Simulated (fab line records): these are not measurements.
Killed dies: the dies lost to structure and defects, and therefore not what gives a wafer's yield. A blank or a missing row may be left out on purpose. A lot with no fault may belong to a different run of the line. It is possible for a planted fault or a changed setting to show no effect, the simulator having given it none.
Problem report in the 8D (eight disciplines) form, filled by code / flow n5Finfet / the parts of the form that need people (team, actions taken, sign-off) are left out

## 1. THE ISSUE
Wafers without a fault read 1499.9 rpm, standard deviation 0.93; spinSpeedRpm at N5_BEOL_M12_COAT_65 reads a mean of 1268.5 rpm on 6 wafers belonging to 2 lots. So: -99 or more standard deviations from the usual mean.
The step: time 60 s, resist thk 300 nm.
First seen on wafer L110.1, day 11 09:02, on lithoTrack-01. At this step, 18 wafers from 6 lots have a number in the record. Rule for "out", or "out of limits": more than 4 standard deviations from the usual mean. Any other wafer with a number is counted as sound.

## 2. WHAT IT IS, WHAT IT ISN'T
question=which readings at this step | is=spinSpeedRpm | is not=resistLineTempC
question=which lots | is=L110, L113 | is not=L111, L116, L121, L129
question=which wafers of those lots | is=all that have a number | is not=-
question=read on which tools | is=lithoTrack-01 | is not=lithoTrack-02, lithoTrack-03
question=when | is=from day 11 09:02 | is not=up to then (3 sound wafers); but 9 sound wafers of L116, L121, L129 came after

## 3. THE SUSPECTS, EACH WITH WHAT RULES IT OUT
Counting: a tool at a process step up to the reading stays a suspect if it ran every lot that is out and no sound lot after the first of them.
- lithoTrack-01 at N5_BEOL_M12_COAT_65 (time 60 s, resist thk 300 nm): kept. Every lot that is out went through it, starting with L110 (day 11 09:02), and after that it ran no sound lot; the last sound lot it ran before then is L111 (day 11 00:10). On those wafers its own readings are out: spinSpeedRpm.
Remaining after the count: lithoTrack-01 at N5_BEOL_M12_COAT_65.

## 4. THE CAUSE (what the simulator had put in)
Process parameters drifting: lithoTrack-01 at N5_BEOL_M12_COAT_65, beginning at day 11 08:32. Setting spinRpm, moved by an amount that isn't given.
Only this tool survived the counting.

## 5. THE EFFECT CHAIN, in route order
Each row: a reading whose mean over the struck wafers that have a number lies more than 3 standard deviations from the usual. Only readings whose record carries a usual standard deviation are examined. hours: median over the lots of the time between each lot's start at the first step of this table that gives one and its start at this step. sigmas: the change, counted in usual standard deviations.
hours=0; step=N5_BEOL_M12_COAT_65; reading=spinSpeedRpm; usual=1499.9 rpm; on struck wafers=1268.5; change=-231.4; sigmas=-99 or more
It contains these process steps:
- N5_BEOL_M12_COAT_65: time 60 s, resist thk 300 nm.

## 6. HOW IT WOULD HAVE BEEN CAUGHT EARLIER
In this record no reading fell out of limits until day 11 09:02, 0 hours after the fault had begun at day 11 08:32.
